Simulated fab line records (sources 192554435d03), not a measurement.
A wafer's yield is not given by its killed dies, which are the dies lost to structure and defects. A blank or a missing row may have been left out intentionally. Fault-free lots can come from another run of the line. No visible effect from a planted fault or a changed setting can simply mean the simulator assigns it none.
Code-filled problem report in 8D (eight disciplines) form + flow n5_finfet + the parts of the form that need people (team, actions taken, sign-off) are left out
Where a reading is given only as a bound, like >300, the bound stands for it, and a mean or a difference that rests on one is marked > or <: the true number lies beyond.

== 1. WHAT IS WRONG ==
Wafers without a fault read 13, standard deviation 4.5; raw_defect_count at N5_WELL_APT_INSPECT_38 reads a mean of 673 on 9 wafers belonging to 3 lots. So: +99 or more standard deviations from the usual mean.
The step: inspects for defects (darkfield).
Earliest sighting: wafer L400.2 on defect_inspect-01 at day 3 10:56. Wafers with a number at this step in the record: 15, from 5 lots. The rule behind "out" and "out of limits": a value lying over 4 standard deviations away from the usual mean. All remaining wafers that have a number are taken as sound.

== 2. WHAT IT IS AND WHAT IT IS NOT ==
| question                    | is                                   | is not                                                             |
|-----------------------------|--------------------------------------|--------------------------------------------------------------------|
| which readings at this step | raw_defect_count                     | -                                                                  |
| which lots                  | L400, L402, L404                     | L396, L416                                                         |
| which wafers of those lots  | all that have a number               | -                                                                  |
| read on which gauges        | defect_inspect-01, defect_inspect-02 | -                                                                  |
| when                        | from day 3 10:56                     | up to then (3 sound wafers); but 3 sound wafers of L416 came after |

== 3. THE SUSPECTS, EACH WITH WHAT RULES IT OUT ==
Counting: a tool at a process step up to the reading stays a suspect if it ran every lot that is out and no sound lot after the first of them.
- the gauge at N5_WELL_APT_INSPECT_38 has been ruled out. The wafers that are out were read on 2 gauges (defect_inspect-01, defect_inspect-02).
- epi_rpcvd-01 at N5_WELL_APT_EPI_41 (deposits Si from SiH4/H2, target thk 50 nm, time 297.7 s): kept. It ran every lot that is out, first L400 (day 3 10:13), and no sound lot after that; its last sound lot up to then is L396 (day 2 10:20).
Left after counting: epi_rpcvd-01 at N5_WELL_APT_EPI_41.

== 4. THE CAUSE (what the simulator had put in) ==
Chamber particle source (epi_rpcvd-01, N5_WELL_APT_EPI_41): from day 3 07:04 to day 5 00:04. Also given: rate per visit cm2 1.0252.
This tool alone remained once counting was done.

== 5. THE CHAIN OF EFFECTS, in route order ==
Each row: a reading where the mean over the struck wafers with a number is more than 3 standard deviations away from the usual. Scope: only readings with a usual standard deviation given in the record; hours: median across lots of the time from each lot's start at the first step in this table that gives one to its start at this step; sigmas: change in usual standard deviations.
| hours | step                               | reading              | usual  | on struck wafers | change | sigmas      |
|-------|------------------------------------|----------------------|--------|------------------|--------|-------------|
| 0     | N5_WELL_APT_INSPECT_38             | raw_defect_count     | 13     | 673              | +660   | +99 or more |
| 0     | N5_PMOS_HMC_CHANNEL_EPI_INSPECT_11 | raw_defect_count     | 1.8    | >300             | >+298  | +99 or more |
| 254   | N5_PASSIVATION_PROBE_49            | defect_limited_yield | 91.1 % | 81.2             | -9.9   | -7.6        |
| 254   | N5_PASSIVATION_PROBE_49            | killed_at_front_end  | 41     | 161              | +120   | +10         |
| 254   | N5_PASSIVATION_PROBE_49            | killed_dies          | 105    | 222              | +117   | +7.8        |
| 254   | N5_PASSIVATION_PROBE_49            | sort_bin_5_function  | 5.3 %  | 11.9             | +6.6   | +8.2        |
| 254   | N5_PASSIVATION_PROBE_49            | sort_n_pass          | 1075   | 958              | -117   | -7.8        |
| 254   | N5_PASSIVATION_PROBE_49            | sort_yield_pct       | 91.1 % | 81.2             | -9.9   | -7.6        |
Its process steps:
- N5_PASSIVATION_PROBE_49
Later steps that measure or inspect, where all struck wafers having a row at the step show a number for every such reading and not one has moved that far: N5_BEOL_M4_RC_MEAS_101.

== 6. WHAT WOULD HAVE CAUGHT IT SOONER ==
The first out-of-limits reading at a measuring or inspecting step in this record came at day 3 10:56, 4 hours after the fault's start at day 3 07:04.
Of the tool readings at N5_WELL_APT_EPI_41 for which the record gives a usual standard deviation, none was out on any struck wafer, so an alarm limit of 4 standard deviations on them would not have fired.
L402, L404, from the lots that are out (3), started N5_WELL_APT_EPI_41 on epi_rpcvd-01 later than day 3 10:56. A hold on the tool at that time would have spared those 2.
